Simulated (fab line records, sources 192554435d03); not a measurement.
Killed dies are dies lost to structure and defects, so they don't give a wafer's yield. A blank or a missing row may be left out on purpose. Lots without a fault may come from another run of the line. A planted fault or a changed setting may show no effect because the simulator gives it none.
fab line records | flow n5_finfet
record lots=4 wafers=12 last_day=19
route steps=1938 shown BEOL_M4@1099 BEOL_M5@1112 BEOL_M9@1401 PASSIVATION@1936
lots that met no fault: from a run of the same line without faults
start_h: hours from the record's first day to the start of the lot's first wafer shown | wait_h: hours since the lot's step before | " the same as in the row above | L1.1+2: a row that stands for several wafers | - no value, or no start given | * or withheld: withheld | < > ~ a bound
route shown NAME@n: a module of which the file shows steps, and the number in the route of the first | usual: mean/standard deviation of fault-free wafers | same: alike in all rows | chamber/n: place in a boat | sites: the reading at each site | _std_site: their standard deviation | _edge_site: outer sites' mean less inner sites' | radius_mm: how far each site lies from the wafer's centre | mask NAME#n: copy n | behind: the tool/chamber that last shaped the wafer | hold: why the lot was held/for how many hours/how that ended | device: the transistor (n, p or np) that didn't switch | end of line: the same wafers' tests at the end of the route | a step without rows: its recipe alone | killed: dies lost to structure and defects at the first sort, not the wafer's yield | map: a wafer's dies, x killed, . not, _ none there
set.NAME: the setting as run; set.NAME@STEP: as run at that earlier step | model.NAME: the simulator's own value behind a step, which no gauge read
lots at some steps of the route; a table a step, a row a wafer
services: from which hour (start_h, from the record's first day; less than 0 if before it) a tool's chamber was out of use, for how many hours, and why
## steps
# step N5_BEOL_M4_ANNEAL_95
# recipe temp_c=400 time_s=240 ambient=vacuum
# step N5_BEOL_M4_SPUTTER_96
# recipe material=Cu target_thk_a=45 temp_c=-20 chamber_pressure_pa=0.07 power_w=withheld time_s=8.29
# step N5_BEOL_M4_ECD_50
# recipe material=Cu target_thk_a=3000
# step N5_BEOL_M4_ANNEAL_51
# recipe temp_c=225 time_s=90 ambient=N2
# step N5_BEOL_M4_CMP_52
# recipe stop_on=SiOC t_overpolish_s=6.8 down_force_psi=1 platen_rpm=50 clearing_platen_down_force_psi=1.5 clearing_platen_rpm=50 post_cmp_clean=cu_alkaline target_thk_nm=40 clearing_platen_pad_velocity_m_s=0.99484 pad_velocity_m_s=0.99484
# step N5_BEOL_M4_PRE_CLEAN_60
# recipe gas=NH3/H2 time_s=15 temp_c=* rf_power_w=300
# step N5_BEOL_M4_CO_CAP_55
# recipe material=Co target_thk_a=20 temp_c=200 precursor=CCTBA/H2 pressure_torr=30 time_s=102.1
# step N5_BEOL_M4_PRE_CLEAN_56
# recipe gas=NH3 time_s=15 temp_c=withheld rf_power_w=300
# step N5_BEOL_M4_DEP_57
# recipe material=SiCN target_thk_a=80 temp_c=withheld precursor=3MS/NH3 pressure_torr=3 rf_w=202 time_s=14
# step N5_BEOL_M4_RC_MEAS_101
# usual DIBL_N=36.0/1.7 DIBL_P=36.2/1.9 IOFF_N=0.154/0.028 IOFF_P=0.21/0.036 ION_N=675/11 ION_P=463/8.3 SS_N=71.4/0.63 SS_P=73.2/0.55 VT_N=250.2/3 VT_P=-251/3.7
# columns lot.wafer tool chamber start_h wait_h DIBL_N[mV/V] DIBL_P[mV/V] IOFF_N[nA/um] IOFF_P[nA/um] ION_N[uA/um] ION_P[uA/um] SS_N[mV/dec] SS_P[mV/dec] VT_N[mV] VT_P[mV]
L987.3 prober-01 0 197.75 0.3 38.6 37.1 0.169 0.22 669 460 72.1 74.1 251.6 -250
L987.4 " 0 " " 37.7 37.1 0.153 0.22 668 459 71.8 73.8 252.2 -249
L987.5 " 0 " " 38.5 38.1 0.171 0.26 667 463 71.6 74.1 250.9 -248
L998.1 prober-02 0 300.22 0.0 38.9 38.6 0.191 0.21 674 460 72.3 73.7 249.1 -252
L998.3 " 0 " " 34.9 35.6 0.122 0.17 681 466 71.0 72.7 251.9 -255
L998.6 " 0 " " 36.5 37.4 0.148 0.20 680 464 71.5 73.0 249.4 -253
L101.1 prober-02 0 309.89 0.0 38.5 38.5 0.199 0.30 691 477 71.6 74.1 245.0 -244
L101.4 " 0 " " 38.5 38.3 0.193 0.28 682 476 72.0 73.6 244.9 -244
L101.6 " 0 " " 36.8 36.4 0.144 0.25 672 472 70.6 73.4 249.5 -246
L107.1 prober-02 0 342.53 0.0 35.8 36.0 0.154 0.23 668 470 70.8 72.6 248.9 -245
L107.3 " 0 " " 33.1 33.3 0.116 0.19 678 473 71.0 72.5 251.4 -248
L107.4 " 0 " " 37.5 38.5 0.195 0.27 682 474 72.5 73.5 245.2 -248
# step N5_BEOL_M5_ILD_DEP_00
# recipe material=SiCOH_lowk target_thk_a=1406.4 temp_c=300 precursor=DEMS/porogen pressure_torr=5 rf_w=500 time_s=25.9
# step N5_BEOL_M5_CURE_79
# recipe temp_c=385 time_s=240 ambient=He/Ar material=SiCOH_lowk
# step N5_BEOL_M5_PECVD_70
# recipe material=SiO2 target_thk_a=160 temp_c=400 precursor=TEOS/O2 pressure_torr=5.5 rf_w=450 teos_flow_sccm=53.8 gas=O2 flow_sccm=3000 time_s=18
# step N5_BEOL_M5_HM_DEP_02
# recipe material=TiN target_thk_a=200 temp_c=25 chamber_pressure_pa=0.49996
# step N5_BEOL_M5_COAT_59
# recipe resist=SOC temp_c=250 time_s=60 spin_rpm=1500 resist_thk_nm=60
# step N5_BEOL_M5_COAT_60
# recipe resist=SiARC temp_c=220 time_s=60 spin_rpm=1500 resist_thk_nm=12
# step N5_BEOL_M5_COAT_71
# recipe resist=underlayer temp_c=205 time_s=60 spin_rpm=1500 resist_thk_nm=5
# step N5_BEOL_M5_COAT_05
# recipe resist=CAR-EUV spin_rpm=1500 resist_thk_nm=30
# step N5_BEOL_M5_EBR_07
# recipe solvent=PGMEA ebr_width_mm=1.5
# step N5_BEOL_M5_SOFTBAKE_06
# recipe temp_c=110 time_s=60 resist=CAR-EUV
# step N5_BEOL_M5_EXPOSE_08
# recipe mask_id=M5 na=0.33 source_shape=annular sigma_inner=0.4 sigma_outer=0.8 polarization=unpolarized target_cd_nm=28 dose_mj=35.75
# step N5_BEOL_M5_PEB_09
# recipe peb_temp_c=100 peb_time_s=60 resist=CAR-EUV
# step N5_BEOL_M5_DEVELOP_10
# recipe develop_time_s=30 developer=TMAH resist=CAR-EUV rinse_liquid=surfactant_rinse dry=air_spin dev_temp_c=23
# step N5_BEOL_M5_DESCUM_16
# recipe chemistry=O2 time_s=7 source_power_w=50 bias_power_w=20 pressure_mtorr=20 rf_frequency_hz=2.712e+07 temp_c=40 resist=CAR-EUV o2_flow_sccm=225
# step N5_BEOL_M5_ETCH_72
# recipe chemistry=N2/H2 target=underlayer target_depth_a=65 mask_material=CAR-EUV time_s=5.2 ion_energy_ev=200 pressure_mtorr=30 source_w=840 bias_w=150 n2_flow_sccm=200 h2_flow_sccm=200 ends=cleared
# step N5_BEOL_M5_ETCH_61
# recipe chemistry=CF4 target=SiARC target_depth_a=156 mask_material=CAR-EUV time_s=26 ion_energy_ev=80 pressure_mtorr=40 source_w=545 bias_w=36 Ar_flow_sccm=100 cf4_flow_sccm=100 ends=cleared
# step N5_BEOL_M5_ETCH_62
# recipe chemistry=N2/H2 target=SOC target_depth_a=750 overetch_a=150 mask_material=SiARC temp_c=40 time_s=112.5 ion_energy_ev=200 pressure_mtorr=30 source_w=840 bias_w=150 n2_flow_sccm=200 h2_flow_sccm=200
# step N5_BEOL_M5_STRIP_63
# recipe chemistry=N2/H2 temp_c=40 n2_flow_sccm=200 h2_flow_sccm=200 rf_frequency_hz=6e+07
# step N5_BEOL_M5_STRIP_73
# recipe chemistry=N2/H2 temp_c=40 n2_flow_sccm=200 h2_flow_sccm=200 rf_frequency_hz=6e+07
# step N5_BEOL_M5_STRIP_64
# recipe chemistry=CF4 resist=SiARC power_w=300 bias_power_w=75 pressure_mtorr=50 cf4_flow_sccm=150 rf_frequency_hz=6e+07
# step N5_BEOL_M5_HM_OPEN_17
# recipe chemistry=Cl2/BCl3 target_depth_a=200 overetch_a=60 target=TiN mask_material=SOC ion_energy_ev=150 pressure_mtorr=10 icp_w=1000 bias_w=126 Cl2_flow_sccm=53.25 bcl3_flow_sccm=21.75 Ar_flow_sccm=25
# step N5_BEOL_M5_STRIP_19
# recipe chemistry=O2 power_w=400 temp_c=40 pressure_mtorr=30 rf_frequency_hz=6e+07 bias_power_w=0 overash_fraction=0.2 o2_flow_sccm=225
# step N5_BEOL_M5_COAT_65
# recipe resist=SOC temp_c=250 time_s=60 spin_rpm=1500 resist_thk_nm=60
# step N5_BEOL_M5_COAT_66
# recipe resist=SiARC temp_c=220 time_s=60 spin_rpm=1500 resist_thk_nm=12
# step N5_BEOL_M9_ILD_DEP_00
# recipe material=SiCOH_lowk target_thk_a=3085.1 temp_c=300 precursor=DEMS/porogen pressure_torr=5 rf_w=500 time_s=58
# usual heater_power_w=330/47 run_length_s=100.9/0.57 showerhead_plenum_p_Torr=5.737/0.014 throttle_valve_pct=13.7/0.79
# columns lot.wafer tool chamber start_h wait_h heater_power_w run_length_s showerhead_plenum_p_Torr throttle_valve_pct model.SiCOH_lowk_of_BEOL_M9_ILD_DEP_00.thk_nm
L987.3 pecvd-03 2 231.66 0.0 248 101.1 5.742 13.1 305.8
L987.4 " 1 " " 343 100.9 5.754 14.0 312.6
L987.5 " 2 " " 257 101.6 5.743 12.8 313.2
L998.1 pecvd-03 0 339.90 0.0 339 139.8 5.734 14.3 503.8
L998.3 " 2 " " 263 100.9 5.742 12.9 304.8
L998.6 " 1 " " 351 101.1 5.746 13.8 307.2
L101.1 pecvd-03 2 349.03 0.0 306 101.2 5.744 13.2 304.6
L101.4 " 0 " " 299 139.4 5.731 14.0 516.4
L101.6 " 2 " " 242 101.9 5.745 13.1 312.2
L107.1 pecvd-01 2 385.71 0.0 301 101.2 5.731 14.0 313
L107.3 " 0 " " 310 101.3 5.724 13.8 310.8
L107.4 " 1 " " 336 100.6 5.741 12.3 309
# step N5_BEOL_M9_THK_MEAS_01
# recipe reads=SiCOH_lowk_of_BEOL_M9_ILD_DEP_00
# usual M9_ILD_THK=269/3.4
# columns lot.wafer tool chamber start_h wait_h M9_ILD_THK[nm]
L987.3 film_metro-01 - 232.25 0.3 265
L987.4 " - " " 271
L987.5 " - " " 272
L998.1 film_metro-01 - 340.49 0.4 442
L998.3 " - " " 265
L998.6 " - " " 267
L101.1 film_metro-01 - 349.62 0.4 264
L101.4 " - " " 454
L101.6 " - " " 271
L107.1 film_metro-02 - 386.30 0.4 272
L107.3 " - " " 270
L107.4 " - " " 268
# step N5_BEOL_M9_CMP_52
# recipe stop_on=SiCOH_lowk t_overpolish_s=7 down_force_psi=1 platen_rpm=50 clearing_platen_down_force_psi=1.5 clearing_platen_rpm=50 post_cmp_clean=cu_alkaline target_thk_nm=140 clearing_platen_pad_velocity_m_s=0.99484 pad_velocity_m_s=0.99484
# usual motor_current_A=6.1/0.45
# columns lot.wafer tool chamber start_h wait_h motor_current_A model.SiCOH_lowk_of_BEOL_M9_ILD_DEP_00.thk_nm
L987.4 cmp-02 2 239.43 0.2 6.6 268.6
L987.3 " 0 " " 5.8 262.6
L987.5 " 2 " " 6.7 269.2
L998.1 cmp-02 0 348.77 0.4 6.0 439.4
L998.3 " 3 " " 6.5 261.8
L998.6 " 0 " " 6.2 263.8
L101.4 cmp-03 3 359.56 0.1 6.2 450.8
L101.1 " 2 " " 6.5 261.6
L101.6 " 0 " " 5.4 268.2
L107.4 cmp-04 3 393.38 0.2 6.4 265.4
L107.1 " 0 " " 5.5 269
L107.3 " 1 " " 6.4 267
# step N5_PASSIVATION_PROBE_49
# usual defect_limited_yield=90.9/1.4 killed_at_M0_to_M3=38/11 killed_at_M4_up=13/5.9 killed_at_contacts=14/6.4 killed_at_front_end=38/11 killed_at_other=3.3/2.5 killed_dies=107/16 killed_on_rim=14/3.6 killed_open=70/12 killed_short=35/7.7 sort_bin_5_function=5.3/0.94 sort_bin_6_memory=3.5/0.7 sort_n_pass=1073/16 sort_yield_pct=90.9/1.4
# same gross_dies=1180 killed_at_back_side=0 sort_bin_4_leakage[%]=0 sort_bin_8_speed[%]=0
# columns lot.wafer tool chamber start_h wait_h defect_limited_yield[%] killed_at_M0_to_M3 killed_at_M4_up killed_at_contacts killed_at_front_end killed_at_other killed_dies killed_on_rim killed_open killed_short sort_bin_5_function[%] sort_bin_6_memory[%] sort_n_pass sort_yield_pct[%]
L987.3 prober-01 - 294.42 0.1 89.8 46 29 4 37 4 120 10 78 40 5.9 3.6 1060 89.8
L987.4 prober-01 - 294.47 0.2 93.0 20 16 7 33 7 83 6 53 30 4.0 2.8 1097 93.0
L987.5 prober-01 - 294.52 0.2 92.7 34 10 4 32 6 86 10 47 37 3.6 3.2 1094 92.7
L998.1 prober-01 - 414.23 0.0 0 42 1077 5 48 8 1180 152 67 44 96.1 3.5 0 0
L998.3 prober-01 - 414.33 0.1 92.0 19 10 16 44 5 94 12 62 27 4.1 3.6 1086 92.0
L998.6 prober-01 - 414.48 0.3 89.6 48 15 18 42 0 123 17 83 36 6.4 3.6 1057 89.6
L101.1 prober-01 - 417.35 0.0 91.6 52 7 10 30 0 99 12 60 37 4.5 3.6 1081 91.6
L101.4 prober-01 - 417.50 0.2 0 64 1070 11 29 6 1180 152 84 41 95.9 3.8 0 0
L101.6 prober-01 - 417.60 0.3 91.4 49 9 13 30 1 102 13 61 38 4.9 3.2 1078 91.4
L107.1 prober-02 - 461.94 0.0 90.8 44 4 12 47 2 109 10 71 37 4.9 3.9 1071 90.8
L107.3 prober-02 - 462.04 0.1 94.5 29 5 8 19 4 65 8 39 26 3.4 1.9 1115 94.5
L107.4 prober-02 - 462.09 0.2 93.6 26 10 6 27 7 76 12 46 27 3.5 2.6 1104 93.6
# killed by level:class
L987.3 BEOL_M0_SAQP:geometric_particle:short=12 BEOL_M4:geometric_particle:open=12 BEOL_M5:geometric_particle:open=11 FIN_SAQP:geometric_particle:open=10 BEOL_M1:geometric_particle:open=10 FIN_SAQP:geometric_particle:short=8 BEOL_M0_SAQP:geometric_particle:open=8 BEOL_M3:geometric_particle:open=7
L987.4 STI_FIN_REVEAL:geometric_particle:open=8 MOL_CONTACT_COAG:geometric_particle:open=6 BEOL_M1:geometric_particle:open=6 BEOL_M4:geometric_particle:open=6 FIN_SAQP:geometric_particle:open=5 FIN_SAQP:geometric_particle:short=5 GATE_CUT:geometric_particle:short=5 BEOL_M3:geometric_particle:open=5
L987.5 FIN_SAQP:geometric_particle:short=11 BEOL_M3:geometric_particle:open=9 BEOL_M0_SAQP:geometric_particle:open=8 BEOL_M0_SAQP:geometric_particle:short=6 BEOL_M3:geometric_particle:short=6 FIN_SAQP:geometric_particle:open=4 STI_FIN_REVEAL:geometric_particle:open=4 MOL_CONTACT_COAG:geometric_particle:open=4
L998.1 BEOL_M9:area_etch=1063 BEOL_M0_SAQP:geometric_particle:open=14 BEOL_M0_SAQP:geometric_particle:short=13 STI_FIN_REVEAL:geometric_particle:open=11 FIN_SAQP:geometric_particle:open=8 BEOL_M2:geometric_particle:open=6 GATE_CUT:geometric_particle:short=6 DUMMY_GATE:geometric_particle:open=5
L998.3 MOL_CONTACT_COAG:geometric_particle:open=14 FIN_SAQP:geometric_particle:open=11 DUMMY_GATE:geometric_particle:open=6 STI_FIN_REVEAL:geometric_particle:open=5 BEOL_M0_SAQP:geometric_particle:short=5 BEOL_M0_SAQP:geometric_particle:open=5 STARTING-WAFER:geometric_particle:open=5 FIN_SAQP:geometric_particle:short=3
L998.6 MOL_CONTACT_COAG:geometric_particle:open=16 BEOL_M0_SAQP:geometric_particle:open=13 BEOL_M0_SAQP:geometric_particle:short=11 DUMMY_GATE:geometric_particle:open=9 FIN_SAQP:geometric_particle:short=8 FIN_SAQP:geometric_particle:open=7 BEOL_M1:geometric_particle:open=7 BEOL_M3:geometric_particle:open=6
L101.1 BEOL_M0_SAQP:geometric_particle:short=15 BEOL_M0_SAQP:geometric_particle:open=11 FIN_SAQP:geometric_particle:short=9 BEOL_M3:geometric_particle:open=9 FIN_SAQP:geometric_particle:open=8 BEOL_M1:geometric_particle:open=8 MOL_CONTACT_COAG:geometric_particle:open=5 BEOL_M2:geometric_particle:open=5
L101.4 BEOL_M9:area_etch=1055 BEOL_M0_SAQP:geometric_particle:open=16 BEOL_M3:geometric_particle:open=11 MOL_CONTACT_COAG:geometric_particle:open=9 BEOL_M1:geometric_particle:open=9 BEOL_M2:geometric_particle:open=8 BEOL_M0_SAQP:geometric_particle:short=7 FIN_SAQP:geometric_particle:short=6
L101.6 BEOL_M0_SAQP:geometric_particle:short=14 BEOL_M1:geometric_particle:open=13 MOL_CONTACT_COAG:geometric_particle:open=10 BEOL_M0_SAQP:geometric_particle:open=9 FIN_SAQP:geometric_particle:short=6 GATE_CUT:geometric_particle:short=5 BEOL_M3:geometric_particle:open=5 FIN_SAQP:geometric_particle:open=4
L107.1 STI_FIN_REVEAL:geometric_particle:open=19 MOL_CONTACT_COAG:geometric_particle:open=12 BEOL_M3:geometric_particle:open=10 BEOL_M2:geometric_particle:open=7 BEOL_M3:geometric_particle:short=7 STI_FIN_REVEAL:geometric_particle:short=6 BEOL_M0_SAQP:geometric_particle:short=6 FIN_SAQP:geometric_particle:short=3
L107.3 BEOL_M2:geometric_particle:open=8 BEOL_M3:geometric_particle:open=6 STI_FIN_REVEAL:geometric_particle:open=5 MOL_CONTACT_COAG:geometric_particle:open=5 BEOL_M0_SAQP:geometric_particle:short=5 FIN_SAQP:geometric_particle:short=4 BEOL_M2:geometric_particle:short=4 FIN_SAQP:geometric_particle:open=3
L107.4 FIN_SAQP:geometric_particle:open=5 BEOL_M3:geometric_particle:short=5 DUMMY_GATE:geometric_particle:open=4 MOL_CONTACT_COAG:geometric_particle:open=4 BEOL_M0_SAQP:geometric_particle:open=4 BEOL_M0_SAQP:geometric_particle:short=4 BEOL_M3:geometric_particle:open=4 BEOL_M4:geometric_particle:open=4
# map L998.1 (x killed, . not)
_________________xxxxxxxxxxxx________________
______________xxxxxxxxxxxxxxxxxx_____________
___________xxxxxxxxxxxxxxxxxxxxxxxx__________
__________xxxxxxxxxxxxxxxxxxxxxxxxxx_________
________xxxxxxxxxxxxxxxxxxxxxxxxxxxxxx_______
_______xxxxxxxxxxxxxxxxxxxxxxxxxxxxxxxx______
______xxxxxxxxxxxxxxxxxxxxxxxxxxxxxxxxxx_____
_____xxxxxxxxxxxxxxxxxxxxxxxxxxxxxxxxxxxx____
____xxxxxxxxxxxxxxxxxxxxxxxxxxxxxxxxxxxxxx___
___xxxxxxxxxxxxxxxxxxxxxxxxxxxxxxxxxxxxxxxx__
___xxxxxxxxxxxxxxxxxxxxxxxxxxxxxxxxxxxxxxxx__
__xxxxxxxxxxxxxxxxxxxxxxxxxxxxxxxxxxxxxxxxxx_
__xxxxxxxxxxxxxxxxxxxxxxxxxxxxxxxxxxxxxxxxxx_
_xxxxxxxxxxxxxxxxxxxxxxxxxxxxxxxxxxxxxxxxxxxx
_xxxxxxxxxxxxxxxxxxxxxxxxxxxxxxxxxxxxxxxxxxxx
_xxxxxxxxxxxxxxxxxxxxxxxxxxxxxxxxxxxxxxxxxxxx
_xxxxxxxxxxxxxxxxxxxxxxxxxxxxxxxxxxxxxxxxxxxx
_xxxxxxxxxxxxxxxxxxxxxxxxxxxxxxxxxxxxxxxxxxxx
_xxxxxxxxxxxxxxxxxxxxxxxxxxxxxxxxxxxxxxxxxxxx
_xxxxxxxxxxxxxxxxxxxxxxxxxxxxxxxxxxxxxxxxxxxx
_xxxxxxxxxxxxxxxxxxxxxxxxxxxxxxxxxxxxxxxxxxxx
__xxxxxxxxxxxxxxxxxxxxxxxxxxxxxxxxxxxxxxxxxx_
__xxxxxxxxxxxxxxxxxxxxxxxxxxxxxxxxxxxxxxxxxx_
___xxxxxxxxxxxxxxxxxxxxxxxxxxxxxxxxxxxxxxxx__
___xxxxxxxxxxxxxxxxxxxxxxxxxxxxxxxxxxxxxxxx__
____xxxxxxxxxxxxxxxxxxxxxxxxxxxxxxxxxxxxxx___
_____xxxxxxxxxxxxxxxxxxxxxxxxxxxxxxxxxxxx____
______xxxxxxxxxxxxxxxxxxxxxxxxxxxxxxxxxx_____
_______xxxxxxxxxxxxxxxxxxxxxxxxxxxxxxxx______
________xxxxxxxxxxxxxxxxxxxxxxxxxxxxxx_______
__________xxxxxxxxxxxxxxxxxxxxxxxxxx_________
___________xxxxxxxxxxxxxxxxxxxxxxxx__________
______________xxxxxxxxxxxxxxxxxx_____________
_________________xxxxxxxxxxxx________________
# map L101.4 (x killed, . not)
_________________xxxxxxxxxxxx________________
______________xxxxxxxxxxxxxxxxxx_____________
___________xxxxxxxxxxxxxxxxxxxxxxxx__________
__________xxxxxxxxxxxxxxxxxxxxxxxxxx_________
________xxxxxxxxxxxxxxxxxxxxxxxxxxxxxx_______
_______xxxxxxxxxxxxxxxxxxxxxxxxxxxxxxxx______
______xxxxxxxxxxxxxxxxxxxxxxxxxxxxxxxxxx_____
_____xxxxxxxxxxxxxxxxxxxxxxxxxxxxxxxxxxxx____
____xxxxxxxxxxxxxxxxxxxxxxxxxxxxxxxxxxxxxx___
___xxxxxxxxxxxxxxxxxxxxxxxxxxxxxxxxxxxxxxxx__
___xxxxxxxxxxxxxxxxxxxxxxxxxxxxxxxxxxxxxxxx__
__xxxxxxxxxxxxxxxxxxxxxxxxxxxxxxxxxxxxxxxxxx_
__xxxxxxxxxxxxxxxxxxxxxxxxxxxxxxxxxxxxxxxxxx_
_xxxxxxxxxxxxxxxxxxxxxxxxxxxxxxxxxxxxxxxxxxxx
_xxxxxxxxxxxxxxxxxxxxxxxxxxxxxxxxxxxxxxxxxxxx
_xxxxxxxxxxxxxxxxxxxxxxxxxxxxxxxxxxxxxxxxxxxx
_xxxxxxxxxxxxxxxxxxxxxxxxxxxxxxxxxxxxxxxxxxxx
_xxxxxxxxxxxxxxxxxxxxxxxxxxxxxxxxxxxxxxxxxxxx
_xxxxxxxxxxxxxxxxxxxxxxxxxxxxxxxxxxxxxxxxxxxx
_xxxxxxxxxxxxxxxxxxxxxxxxxxxxxxxxxxxxxxxxxxxx
_xxxxxxxxxxxxxxxxxxxxxxxxxxxxxxxxxxxxxxxxxxxx
__xxxxxxxxxxxxxxxxxxxxxxxxxxxxxxxxxxxxxxxxxx_
__xxxxxxxxxxxxxxxxxxxxxxxxxxxxxxxxxxxxxxxxxx_
___xxxxxxxxxxxxxxxxxxxxxxxxxxxxxxxxxxxxxxxx__
___xxxxxxxxxxxxxxxxxxxxxxxxxxxxxxxxxxxxxxxx__
____xxxxxxxxxxxxxxxxxxxxxxxxxxxxxxxxxxxxxx___
_____xxxxxxxxxxxxxxxxxxxxxxxxxxxxxxxxxxxx____
______xxxxxxxxxxxxxxxxxxxxxxxxxxxxxxxxxx_____
_______xxxxxxxxxxxxxxxxxxxxxxxxxxxxxxxx______
________xxxxxxxxxxxxxxxxxxxxxxxxxxxxxx_______
__________xxxxxxxxxxxxxxxxxxxxxxxxxx_________
___________xxxxxxxxxxxxxxxxxxxxxxxx__________
______________xxxxxxxxxxxxxxxxxx_____________
_________________xxxxxxxxxxxx________________
## services
# columns tool chamber start_h hours kind
cmp-03 - 220.37 0.8 repair
pecvd-01 1 274.17 12.3 repair
pecvd-01 - 275.27 0.9 repair
pecvd-03 - 286.12 14.6 pm
cmp-04 - 302.98 17.9 repair
pecvd-01 1 305.00 2.1 scheduled_down
cmp-02 - 308.14 9.1 pm
cmp-04 - 320.92 5.8 pm
pecvd-01 0 349.73 2.1 scheduled_down
cmp-02 - 361.68 5.7 pm
cmp-03 - 362.10 4.8 pm
cmp-03 - 370.14 4.0 pm
cmp-03 - 374.14 - consumable_replace:conditioner
cmp-03 - 374.14 - consumable_replace:pad
cmp-03 - 384.58 9.7 pm
pecvd-01 2 389.29 2.1 scheduled_down
## key
first_sign step=N5_BEOL_M9_ILD_DEP_00 reading=run_length_s direction=up sigmas=67 usual=* struck=*
effect step=N5_BEOL_M9_THK_MEAS_01 reading=M9_ILD_THK direction=up sigmas=52 usual=269 struck=448
effect step=N5_PASSIVATION_PROBE_49 reading=killed_at_M4_up direction=up sigmas=99+ usual=13 struck=1074
model_effect step=N5_BEOL_M9_ILD_DEP_00 value=SiCOH_lowk_of_BEOL_M9_ILD_DEP_00.thk_nm without=309.6 struck=510.1
model_effect step=N5_BEOL_M9_CMP_52 value=SiCOH_lowk_of_BEOL_M9_ILD_DEP_00.thk_nm without=265.9 struck=445.1
more_kills_born_at N5_BEOL_M9_ETCH_41@rie_diel-04=2118
met_at N5_BEOL_M9_ILD_DEP_00
struck_wafers L998.1,L101.4
later_rows_left_out L998.1,L101.4
fault kind=process_parameter_drift tool=pecvd-03 chamber=0 onset_h=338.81 steps=N5_BEOL_M9_ILD_DEP_00 channel=time_s offset=* shape=step end_h=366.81 acts_in=* stated=*
# later_rows_left_out: the simulator's readings of these wafers behind a module that went badly wrong aren't trusted and aren't shown, but for the sort
